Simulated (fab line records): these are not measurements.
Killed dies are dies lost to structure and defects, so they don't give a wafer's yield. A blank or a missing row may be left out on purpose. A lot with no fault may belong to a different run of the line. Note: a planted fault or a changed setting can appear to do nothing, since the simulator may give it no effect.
fab line records -- flow nand_harc
record: lots: 6, wafers: 18, last_day: 25
route steps=1159 shown A_WL_FILL@822 A_CONTACT@840 END@1159
lots that met no fault: taken from a fault-free run of the same line
start_h: the number of hours between the record's first day and the start of the first shown wafer of the lot -- wait_h: hours from the lot's prior step to this one -- " the same as in the row above -- L1.1+2: a single row standing in for several wafers -- - no value, or no start given -- * or withheld: withheld -- < > ~ a bound
route shown NAME@n: a module of which the file shows steps, and the number in the route of the first -- usual: mean/standard deviation taken from wafers without a fault -- same: alike in all rows -- chamber/n: place in a boat -- sites: readings site by site -- _std_site: the values' standard deviation -- _edge_site: outer sites' mean less inner sites' -- radius_mm: how far each site lies from the wafer's centre -- mask NAME#n: copy n -- behind: the tool/chamber that last shaped the wafer -- hold: reason for holding the lot/hours on hold/outcome of the hold -- device: transistor that didn't switch, given as n, p or np -- end of line: tests of these same wafers at the route's end -- a step with no rows: only its recipe -- killed: dies that structure and defects cost at the first sort, which is not the same as the wafer's yield -- map: the dies of a wafer, with x for killed, . for not killed, _ for no die there
set.NAME: the setting that was run; set.NAME@STEP: the one run at that earlier step -- model.NAME: the simulator's own value behind a step, which no gauge read
lots seen at some steps along the route; tables by step, rows by wafer
services: a tool's chamber out of use, with start hour (start_h, from the record's first day; less than 0 if before it), hours out, and reason
== steps ==
step: NHARC_A_WL_FILL_ALD_10
recipe: target_thk_a: 500, pulse_time_s: 10, ald_cycles: 500, temp_c: 300, material: SiO2
step: NHARC_A_WL_FILL_ETCHBACK_16
recipe: target_depth_a: 880, time_s: 17.6, c4f8_flow_sccm: withheld, o2_flow_sccm: 8, ar_flow_sccm: withheld, rf_w: 600, bias_w: 800, chemistry: C4F8/O2/Ar
step: NHARC_A_WL_FILL_STRIP_29
recipe: time_s: 20, o2_flow_sccm: 500, ar_flow_sccm: 0, bias_w: 0, chemistry: O2
step: NHARC_A_WL_FILL_ETCHBACK_17
recipe: target_depth_a: 40, time_s: 26.7, chemistry: Cl2/BCl3
step: NHARC_A_WL_FILL_PRECLEAN_18
recipe: time_s: 30, chemistry: dHF
step: NHARC_A_WL_FILL_SRD_21
step: NHARC_A_WL_FILL_CVD_23
recipe: target_thk_a: 400, temp_c: 620, pressure_mtorr: 200, time_s: 800, material: poly-Si
step: NHARC_A_WL_FILL_ETCHBACK_26
recipe: target_depth_a: 520, time_s: 13.3, hbr_flow_sccm: 150, rf_w: 350, icp_w: 350, bias_w: 60, chemistry: HBr
usual: drypump_motor_current_A: 5.5/0.53, hbr_flow_sccm: 150.0/0.46, oes_product_au: 1.000/0.01, rf_fwd_power_W: 342.5/1.7, throttle_valve_pct: 23.267/0.009
lot.wafer,tool,chamber,start_h,wait_h,drypump_motor_current_A,hbr_flow_sccm,oes_product_au,rf_fwd_power_W,rf_hours_counter_h,throttle_valve_pct
L689.3,rie_si-02,1,363.74,0.4,5.6,149.5,0.997,342.6,1.2,23.267
L689.5,rie_si-02,1,363.74,0.4,5.6,149.7,0.997,342.5,-,23.264
L689.6,rie_si-02,2,363.74,0.4,6.1,149.4,0.989,340.8,-,23.265
L692.3,rie_si-02,0,369.02,0.5,5.2,149.9,0.988,344.5,1.1,23.268
L692.6,rie_si-02,2,369.02,0.5,6.1,150.4,0.990,340.9,-,23.242
L692.5,rie_si-02,3,369.02,0.5,5.0,149.6,0.999,343.6,-,23.266
L696.2,rie_si-02,3,416.10,0.4,5.0,149.7,0.970,340.2,0.2,23.263
L696.1,rie_si-02,0,416.10,0.4,5.2,151.1,0.989,343.3,0.2,23.263
L696.3,rie_si-02,2,416.10,0.4,6.1,150.1,1.007,341.0,0.1,23.242
L697.1,rie_si-01,1,419.53,0.4,6.4,150.1,0.991,341.4,0.8,23.254
L697.4,rie_si-01,2,419.53,0.4,5.0,150.3,0.996,341.0,0.7,23.265
L697.6,rie_si-01,2,419.53,0.4,5.0,150.7,0.994,342.7,-,23.245
L704.3,rie_si-01,3,460.30,0.4,4.9,149.5,1.000,343.1,1.1,23.271
L704.4,rie_si-01,1,460.30,0.4,6.4,149.9,1.010,342.6,1.1,23.261
L704.6,rie_si-01,2,460.30,0.4,5.0,151.2,1.011,341.2,-,23.261
L707.2,rie_si-06,3,481.18,0.4,5.4,150.3,0.989,342.4,0.8,23.267
L707.1,rie_si-06,0,481.18,0.4,6.4,149.3,1.017,347.4,0.8,23.251
L707.6,rie_si-06,2,481.18,0.4,6.1,150.0,0.990,343.4,-,23.253
step: NHARC_A_WL_FILL_PRECLEAN_30
recipe: time_s: 10, chemistry: dHF
step: NHARC_A_WL_FILL_SRD_14
step: NHARC_A_WL_FILL_ALD_19
recipe: target_thk_a: 20, pulse_time_s: 3, ald_cycles: 100, temp_c: 450, material: TiN
step: NHARC_A_WL_FILL_CVD_20
recipe: target_thk_a: 750, temp_c: 300, pressure_torr: 40, wf6_flow_sccm: 40, h2_flow_sccm: 1600, ar_flow_sccm: 1560, time_s: 5064, material: W
usual: heater_power_outer_w: 276/48, heater_power_w: 477/59, throttle_valve_pct: 7.78/0.28
lot.wafer,tool,chamber,start_h,wait_h,heater_power_outer_w,heater_power_w,throttle_valve_pct
L689.3,cvd_w-02,1,366.32,-,278,464,8.14
L689.6,cvd_w-02,0,366.32,-,210,402,7.61
L689.5,cvd_w-02,1,366.32,-,287,459,7.93
L692.3,cvd_w-01,0,377.48,-,274,490,7.71
L692.5,cvd_w-01,1,377.48,-,345,569,7.61
L692.6,cvd_w-01,0,377.48,-,269,497,7.68
L696.2,cvd_w-02,1,416.57,-,276,453,7.88
L696.1,cvd_w-02,0,416.57,-,203,403,7.53
L696.3,cvd_w-02,1,416.57,-,272,443,7.99
L697.1,cvd_w-02,1,424.20,-,267,458,7.87
L697.4,cvd_w-02,0,426.36,-,206,404,7.41
L697.6,cvd_w-02,1,426.36,-,272,446,8.24
L704.4,cvd_w-01,1,462.71,-,349,569,7.84
L704.3,cvd_w-01,0,462.71,-,284,492,7.97
L704.6,cvd_w-01,1,462.71,-,346,572,7.61
L707.1,cvd_w-01,0,487.47,-,290,502,7.82
L707.2,cvd_w-01,1,487.47,-,344,563,7.99
L707.6,cvd_w-01,0,490.34,-,283,487,7.84
step: NHARC_A_WL_FILL_CMP_12
recipe: t_overpolish_s: 30, target_thk_nm: 75
step: NHARC_A_WL_FILL_SRD_31
step: NHARC_A_CONTACT_DEP_24
recipe: target_thk_a: 5000, temp_c: 400, pressure_torr: 6.5, rf_w: 900, teos_flow_sccm: 161.4, flow_sccm: 2650, target_thk_nm: 500, gas: O2, material: SiO2
step: NHARC_A_CONTACT_DEP_28
recipe: target_thk_a: 36000, temp_c: 400, material: aC
step: NHARC_A_CONTACT_DEP_29
recipe: target_thk_a: 700, target_thk_nm: 70, temp_c: 400, pressure_torr: 3.5, flow_sccm: 200, rf_w: 350, material: SiON
step: NHARC_A_CONTACT_DEHYDRATE_32
recipe: temp_c: 150, time_s: 120
step: NHARC_A_CONTACT_HMDS_33
recipe: time_s: 30
step: NHARC_A_CONTACT_COAT_34
recipe: temp_c: 260, time_s: 75
step: NHARC_A_CONTACT_COAT_35
recipe: temp_c: 225, time_s: 65
step: NHARC_A_CONTACT_COAT_36
recipe: spin_rpm: 1500, resist_thk_nm: 90
step: NHARC_A_CONTACT_SOFTBAKE_37
recipe: temp_c: 105, time_s: 55
step: NHARC_A_CONTACT_EBR_38
step: NHARC_A_CONTACT_EXPOSE_39
recipe: na: 1.35, sigma_outer: 0.8, dose_mj: 58.79, mask_id: A_CC_3
step: NHARC_A_CONTACT_PEB_40
recipe: peb_temp_c: 100, peb_time_s: 65
step: NHARC_A_CONTACT_DEVELOP_41
recipe: develop_time_s: 35, dev_temp_c: 23
step: NHARC_A_CONTACT_CD_MEAS_42
recipe: target_cd_nm: 200, landing_energy_ev: 500
usual: cd_nm: 200.2/0.62
lot.wafer,tool,chamber,start_h,wait_h,cd_nm
L689.3,cd_sem-01,0,373.40,-,200.5
L689.5,cd_sem-01,0,373.40,-,200.4
L689.6,cd_sem-01,0,373.40,-,199.8
L692.3,cd_sem-02,0,385.64,-,199.6
L692.5,cd_sem-02,0,385.64,-,200.0
L692.6,cd_sem-02,0,385.64,-,200.2
L696.1,cd_sem-02,0,431.80,-,200.2
L696.2,cd_sem-02,0,431.80,-,200.6
L696.3,cd_sem-02,0,431.80,-,200.3
L697.1,cd_sem-01,0,435.88,-,200.4
L697.4,cd_sem-01,0,435.88,-,200.6
L697.6,cd_sem-01,0,435.88,-,200.6
L704.3,cd_sem-03,0,470.74,-,200.9
L704.4,cd_sem-03,0,470.74,-,200.6
L704.6,cd_sem-03,0,470.74,-,200.7
L707.1,cd_sem-03,0,496.62,-,200.0
L707.2,cd_sem-03,0,496.62,-,200.0
L707.6,cd_sem-03,0,496.62,-,199.5
step: NHARC_A_CONTACT_OVL_MEAS_43
usual: overlay_x_nm: 0.3/0.74, overlay_y_nm: 0.2/0.91
lot.wafer,tool,chamber,start_h,wait_h,overlay_x_nm,overlay_y_nm
L689.3,overlay-01,-,373.49,-,0.7,-0.3
L689.5,overlay-01,-,373.49,-,1.0,-0.2
L689.6,overlay-01,-,373.49,-,1.6,-0.5
L692.3,overlay-01,-,385.72,-,1.9,1.7
L692.5,overlay-01,-,385.72,-,2.0,1.7
L692.6,overlay-01,-,385.72,-,1.9,1.8
L696.1,overlay-02,-,431.88,-,0.1,-0.3
L696.2,overlay-02,-,431.88,-,-0.2,-0.2
L696.3,overlay-02,-,431.88,-,-0.2,0.5
L697.1,overlay-02,-,435.97,-,0.4,0.9
L697.4,overlay-02,-,435.97,-,0.9,0.3
L697.6,overlay-02,-,435.97,-,0.1,0.1
L704.3,overlay-01,-,470.83,-,0.9,0.0
L704.4,overlay-01,-,470.83,-,1.1,-0.2
L704.6,overlay-01,-,470.83,-,1.4,-0.8
L707.1,overlay-02,-,496.71,-,0.5,1.1
L707.2,overlay-02,-,496.71,-,1.2,0.9
L707.6,overlay-02,-,496.71,-,0.9,1.3
step: NHARC_A_CONTACT_DESCUM_47
recipe: time_s: 3, o2_flow_sccm: 200, ar_flow_sccm: 0, bias_power_w: 0, chemistry: O2
usual: drypump_motor_current_A: 5.7/0.51, oes_product_au: 1.000/0.011, rf_vpp_V: 57.7/0.86, showerhead_plenum_p_Torr: 1.91/0.076, throttle_valve_pct: 11.311/0.0089
lot.wafer,tool,chamber,start_h,wait_h,drypump_motor_current_A,oes_product_au,rf_hours_counter_h,rf_vpp_V,showerhead_plenum_p_Torr,throttle_valve_pct
L689.3,rie_diel-06,2,373.60,0.1,5.8,1.009,27,57.0,2.02,11.314
L689.5,rie_diel-06,0,373.60,0.1,4.9,1.022,-,55.5,1.82,11.318
L689.6,rie_diel-06,1,373.60,0.1,6.0,1.008,-,57.8,1.95,11.310
L692.3,rie_diel-13,2,385.83,0.1,6.0,0.986,39,57.7,1.96,11.316
L692.5,rie_diel-13,1,385.83,0.1,6.4,1.001,-,58.0,1.92,11.325
L692.6,rie_diel-13,2,385.83,0.1,6.0,0.985,-,57.9,1.96,11.298
L696.3,rie_diel-13,2,431.98,0.1,5.9,0.978,56,57.6,1.96,11.324
L696.1,rie_diel-13,3,431.98,0.1,5.0,1.003,57,58.4,1.98,11.307
L696.2,rie_diel-13,1,431.98,0.1,6.4,0.974,54,58.1,1.91,11.323
L697.4,rie_diel-13,3,436.09,0.1,5.0,1.002,59,57.1,1.98,11.293
L697.1,rie_diel-13,2,436.09,0.1,6.0,0.974,59,57.4,1.96,11.294
L697.6,rie_diel-13,0,436.09,0.1,6.1,0.987,-,56.6,1.76,11.303
L704.4,rie_diel-06,2,470.92,0.1,5.7,1.007,11,57.7,2.01,11.337
L704.3,rie_diel-06,0,470.92,0.1,4.9,0.993,7,57.2,1.82,11.320
L704.6,rie_diel-06,3,470.92,0.1,6.3,1.021,-,58.1,1.83,11.318
L707.2,rie_diel-09,1,496.81,0.1,5.7,1.004,21,59.2,1.95,11.306
L707.1,rie_diel-09,0,496.81,0.1,5.7,1.000,21,57.6,1.99,11.313
L707.6,rie_diel-09,2,496.81,0.1,5.7,0.980,-,59.5,1.93,11.309
step: NHARC_A_CONTACT_ETCH_48
recipe: target_depth_a: 390, over_etch_frac: 0.3, time_s: 65, ion_energy_ev: 80, cf4_flow_sccm: 150, ar_flow_sccm: 0, rf_w: 300, bias_w: 100, chemistry: CF4
step: NHARC_A_CONTACT_ETCH_49
recipe: target_depth_a: 2600, over_etch_frac: 0.3, time_s: 475.3, ion_energy_ev: 200, n2_flow_sccm: 150, h2_flow_sccm: 150, ar_flow_sccm: 0, rf_w: 400, bias_w: 150, chemistry: N2/H2
usual: drypump_motor_current_A: 5.8/0.51, oes_product_au: 1.000/0.012, rf_fwd_power_W: 399.4/1.2, rf_vpp_V: 430.5/2.5, showerhead_plenum_p_Torr: 2.04/0.086, throttle_valve_pct: 14.170/0.0088
lot.wafer,tool,chamber,start_h,wait_h,drypump_motor_current_A,oes_product_au,rf_fwd_power_W,rf_hours_counter_h,rf_vpp_V,showerhead_plenum_p_Torr,throttle_valve_pct
L689.3,rie_diel-06,3,-,-,6.3,1.004,401.1,26,427.8,1.96,14.175
L689.5,rie_diel-06,2,-,-,5.7,1.006,398.2,-,433.4,2.16,14.164
L689.6,rie_diel-06,3,-,-,6.3,1.014,399.1,-,428.9,1.96,14.168
L692.3,rie_diel-13,2,-,-,6.0,0.985,399.4,40,433.6,2.10,14.184
L692.6,rie_diel-13,3,-,-,5.0,1.015,400.7,-,432.6,2.12,14.172
L692.5,rie_diel-13,0,-,-,6.1,0.993,399.0,-,425.5,1.88,14.171
L696.3,rie_diel-13,0,-,-,6.1,0.980,402.0,55,426.1,1.88,14.175
L696.1,rie_diel-13,1,-,-,6.4,0.981,399.6,55,428.5,2.04,14.168
L696.2,rie_diel-13,3,-,-,5.1,0.990,399.5,57,431.8,2.11,14.166
L697.1,rie_diel-13,2,-,-,6.0,0.992,398.2,59,431.9,2.09,14.169
L697.4,rie_diel-13,0,-,-,6.1,0.984,399.3,57,426.4,1.88,14.180
L697.6,rie_diel-13,3,-,-,5.0,1.007,399.4,-,431.1,2.11,14.173
L704.4,rie_diel-06,1,-,-,6.0,1.001,400.2,12,430.5,2.07,14.152
L704.3,rie_diel-06,2,-,-,5.8,0.995,399.0,11,434.4,2.15,14.176
L704.6,rie_diel-06,3,-,-,6.3,1.018,398.9,-,427.6,1.95,14.181
L707.2,rie_diel-09,1,-,-,5.8,1.001,399.4,21,431.1,2.08,14.170
L707.1,rie_diel-09,3,-,-,4.7,0.985,399.2,22,431.4,2.04,14.165
L707.6,rie_diel-09,0,-,-,5.6,0.984,397.9,-,433.5,2.12,14.182
step: NHARC_A_CONTACT_ETCH_50
recipe: target_depth_a: 847, time_s: 42.4, cf4_flow_sccm: 100, chf3_flow_sccm: 30, ar_flow_sccm: 0, rf_w: 500, bias_w: 200, chemistry: CF4/CHF3
step: NHARC_A_CONTACT_ETCH_51
recipe: target_depth_a: 36000, over_etch_frac: 0.3, time_s: 936, ion_energy_ev: 150, o2_flow_sccm: 400, cos_flow_sccm: 20, ar_flow_sccm: 0, rf_w: 500, bias_w: 300, chemistry: O2/COS
usual: drypump_motor_current_A: 5.8/0.53, oes_product_au: 1.001/0.011, rf_fwd_power_W: 499.6/1.4, rf_vpp_V: 314.1/2, showerhead_plenum_p_Torr: 3.12/0.12, throttle_valve_pct: 28.331/0.0095
lot.wafer,tool,chamber,start_h,wait_h,drypump_motor_current_A,oes_product_au,rf_fwd_power_W,rf_hours_counter_h,rf_vpp_V,showerhead_plenum_p_Torr,throttle_valve_pct
L689.3,rie_diel-06,0,-,-,4.9,1.006,502.8,26,311.5,2.98,28.335
L689.5,rie_diel-06,1,-,-,6.0,1.000,501.3,-,314.3,3.18,28.331
L689.6,rie_diel-06,2,-,-,5.8,0.997,498.8,-,316.4,3.29,28.332
L692.3,rie_diel-13,0,-,-,6.1,0.997,499.3,39,311.5,2.90,28.319
L692.6,rie_diel-13,0,-,-,6.1,0.983,498.7,-,310.4,2.90,28.315
L692.5,rie_diel-13,1,-,-,6.4,0.989,495.5,-,313.6,3.13,28.328
L696.2,rie_diel-13,2,-,-,5.9,0.985,500.9,57,314.0,3.19,28.318
L696.1,rie_diel-13,3,-,-,5.1,1.016,499.3,57,316.2,3.22,28.338
L696.3,rie_diel-13,0,-,-,6.1,0.999,499.4,55,310.2,2.89,28.341
L697.4,rie_diel-13,3,-,-,5.0,1.006,501.5,59,316.5,3.22,28.334
L697.1,rie_diel-13,2,-,-,6.0,0.990,499.4,59,315.7,3.19,28.325
L697.6,rie_diel-13,0,-,-,6.1,0.979,500.1,-,311.2,2.89,28.340
L704.4,rie_diel-06,2,-,-,5.8,1.000,500.2,12,316.9,3.28,28.331
L704.3,rie_diel-06,1,-,-,6.0,1.009,498.6,12,315.5,3.17,28.346
L704.6,rie_diel-06,3,-,-,6.4,1.014,500.1,-,311.2,3.00,28.319
L707.1,rie_diel-09,2,-,-,5.8,0.986,501.7,21,315.7,3.14,28.329
L707.2,rie_diel-09,1,-,-,5.8,0.983,502.1,21,314.3,3.18,28.327
L707.6,rie_diel-09,3,-,-,4.8,0.989,498.9,-,313.8,3.12,28.334
step: NHARC_A_CONTACT_ETCH_111
recipe: source_w: withheld, pressure_mtorr: 20, bias_v: withheld, time_s: 140, target_depth_a: 7000, ar_flow_sccm: withheld, c4f8_flow_sccm: withheld, o2_flow_sccm: withheld, chemistry: C4F8/O2/Ar
lot.wafer,tool,chamber,start_h,wait_h,rf_hours_counter_h
L689.3,har_cap_etch-02,0,375.22,-,-
L689.5,har_cap_etch-02,1,375.22,-,-
L689.6,har_cap_etch-02,0,375.22,-,-
L692.3,har_cap_etch-03,1,388.91,-,-
L692.5,har_cap_etch-03,1,388.91,-,-
L692.6,har_cap_etch-03,0,388.91,-,-
L696.1,har_cap_etch-02,0,433.60,-,18
L696.2,har_cap_etch-02,1,433.60,-,18
L696.3,har_cap_etch-02,0,433.60,-,-
L697.1,har_cap_etch-02,0,437.43,-,20
L697.4,har_cap_etch-02,0,437.43,-,-
L697.6,har_cap_etch-02,0,437.43,-,-
L704.4,har_cap_etch-01,0,472.25,-,-
L704.3,har_cap_etch-01,1,472.25,-,-
L704.6,har_cap_etch-01,0,472.25,-,-
L707.2,har_cap_etch-03,1,498.11,-,103
L707.1,har_cap_etch-03,0,498.11,-,103
L707.6,har_cap_etch-03,1,498.11,-,-
step: NHARC_END_SORT_01
recipe: temp_c: 25
usual: killed_at_array: 28/9.1, killed_at_other: 0.6/0.87, killed_at_periphery: 3.4/2.7, killed_dies: 32/9, killed_open: 3.2/1.9, killed_short: 2.0/1.3
same: gross_dies: 677
lot.wafer,tool,chamber,start_h,wait_h,killed_at_array,killed_at_other,killed_at_periphery,killed_dies,killed_open,killed_short
L696.1,prober-02,0,502.02,2.5,100,0,0,100,1,0
L696.2,prober-02,0,502.83,2.8,100,0,0,100,6,0
L696.3,prober-02,0,503.64,3.1,92,0,1,93,2,1
L697.1,prober-02,0,533.32,2.5,100,0,4,104,3,3
L697.4,prober-02,0,535.69,3.4,103,1,5,109,4,1
L697.6,prober-02,0,537.28,4.0,94,1,3,98,7,1
killed by level:class
L696.1 A_WL_FILL:unspecified=76 A_STAIRCASE:chamber_film_flake=10 A_CHANNEL_HOLE_D1:chamber_film_flake=7 A_CONTACT:chamber_film_flake=6 A_ONON_D1:geometric_particle:open=1
L696.2 A_WL_FILL:unspecified=71 A_CHANNEL_HOLE_D1:chamber_film_flake=9 A_STAIRCASE:chamber_film_flake=7 A_CONTACT:chamber_film_flake=4 A_SLIT:chamber_film_flake=3 A_BLC:geometric_particle:open=2 A_M0:geometric_particle:open=2 A_ONON_D1:geometric_particle:open=1
L696.3 A_WL_FILL:unspecified=72 A_CHANNEL_HOLE_D1:chamber_film_flake=8 A_STAIRCASE:chamber_film_flake=6 A_CONTACT:chamber_film_flake=3 P_M1:geometric_particle:short=1 A_ONON_D1:geometric_particle:open=1 A_CONTACT:geometric_particle:open=1 A_WL_FILL:chamber_film_flake=1
L697.1 A_WL_FILL:unspecified=75 A_SLIT:chamber_film_flake=12 A_CHANNEL_HOLE_D1:chamber_film_flake=6 A_STAIRCASE:chamber_film_flake=2 P_M0:geometric_particle:short=1 P_M1:geometric_particle:open=1 A_CHANNEL_FILL_D1:geometric_particle:short=1 A_SLIT:geometric_particle:short=1
L697.4 A_WL_FILL:unspecified=71 A_SLIT:chamber_film_flake=22 A_CHANNEL_HOLE_D1:chamber_film_flake=3 P_M0:geometric_particle:open=2 A_CHANNEL_FILL_D1:chamber_film_flake=2 P_ZERO_WELL:chamber_film_flake=2 A_CHANNEL_FILL_D1:geometric_particle:open=1 A_SGD_CUT:geometric_particle:short=1
L697.6 A_WL_FILL:unspecified=66 A_SLIT:chamber_film_flake=14 A_CHANNEL_HOLE_D1:chamber_film_flake=4 P_CONTACT:geometric_particle:open=2 A_CONTACT:geometric_particle:open=2 A_STAIRCASE:chamber_film_flake=2 A_CONTACT:chamber_film_flake=2 P_M1:geometric_particle:open=1
map L696.1 (x killed, . not)
____________.____________
_________......._________
_______x.........._______
______x.xx..x......______
_____..x............_____
____x.....x..........____
____..x..............____
___...................___
___...................___
__.....................__
__.....................__
_....x.................._
_......................._
_.x...................x._
_...................x.x._
_......................._
.........................
............x............
.........x..xx.x.........
.......x..xxxx.x.........
.........xxxxxxx........x
_......x.xxxxxx.x.....xx_
_........xxxxxxx........_
_.......xxxxxxxx........_
_........xxxxxxx........_
_......xxxxxxxx.x......._
__......xxxxxxxxx......__
__.........xxxx........__
___...xx.x.xxx.x......___
___.......xxxx........___
____....x..x.........____
____.................____
_____..............._____
______.............______
_______..........._______
_________......._________
____________.____________
map L697.4 (x killed, . not)
____________.____________
_________......._________
_______..........._______
______.............______
_____..............._____
____.................____
____.x...............____
___...................___
___...................___
__.xxx....x.......x....__
__xxxxxx...............__
_..xx.xx.............x.._
_..xx...........x....x.._
_.xxxx....x............._
_...x..x.............x.._
_......................._
.........................
.......x...x.x...........
.........xxxxx...........
..........xxxx...........
........xxxxxxx..........
_........xxxxxx........._
_.......xxxxxxx..x......_
_.......xxxxxxxx....x..._
_......x.xxxxxxx........_
_.......xxxxxxx.xx......_
__.......xxxxxxx.......__
__........xxxxxx.......__
___.......xx..........___
___..........xx.......___
____...x..xx.....x...____
____.................____
_____..............._____
______.............______
_______..........._______
_________......._________
____________.____________
== services ==
tool,chamber,start_h,hours,kind
rie_diel-09,0,353.62,40.8,repair
rie_diel-09,2,354.77,10.6,repair
rie_si-02,0,357.44,4.0,repair
rie_diel-13,0,359.14,-,clean
rie_diel-13,1,359.14,-,clean
rie_diel-13,2,359.14,-,clean
rie_diel-13,3,359.14,-,clean
rie_si-06,-,360.00,9.0,pm
rie_diel-09,2,366.19,2.7,repair
cvd_w-02,-,378.46,13.0,pm
rie_diel-13,0,383.64,-,clean
rie_diel-13,1,383.64,-,clean
rie_si-02,-,388.00,9.0,pm
rie_si-01,2,388.04,3.3,repair
rie_si-02,-,411.12,0.8,repair
rie_diel-06,-,418.23,9.0,pm
rie_diel-09,-,431.95,9.0,pm
rie_diel-06,0,432.23,13.8,repair
har_cap_etch-01,-,437.29,0.6,repair
rie_diel-13,0,441.82,5.4,repair
rie_diel-13,-,453.17,9.0,pm
cvd_w-01,-,474.47,13.0,pm
rie_si-01,-,481.07,9.0,pm
har_cap_etch-01,-,488.54,0.7,repair
== key ==
first_sign: step: NHARC_END_SORT_01, reading: killed_at_array, direction: up, sigmas: 7.8, usual: 28, struck: 98
effect: step: NHARC_END_SORT_01, reading: killed_dies, direction: up, sigmas: 7.7, usual: 32, struck: 101
more_kills_born_at: NHARC_A_WL_FILL_CVD_20@cvd_w-02: 431
met_at NHARC_A_WL_FILL_CVD_20
struck_wafers L696.1,L696.2,L696.3,L697.1,L697.4,L697.6
tester_left_out L696,L697
onset_between 366.32 416.57
also_fits NHARC_A_CONTACT_DESCUM_47:rie_diel-13,NHARC_A_CONTACT_ETCH_49:rie_diel-13,NHARC_A_CONTACT_ETCH_51:rie_diel-13,NHARC_A_CONTACT_ETCH_111:har_cap_etch-02
fault: kind: chamber_particle_source, tool: cvd_w-02, chamber: -, onset_h: 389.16, steps: NHARC_A_WL_FILL_CVD_20, rate_per_visit_cm2: 0.4708
tester_left_out: of these lots the tester's yield and bins aren't shown, on N5 and GAA mostly nor the transistor test; their killed dies are dies lost to structure and defects alone, not to doping, threshold or leakage, so they don't give the yield
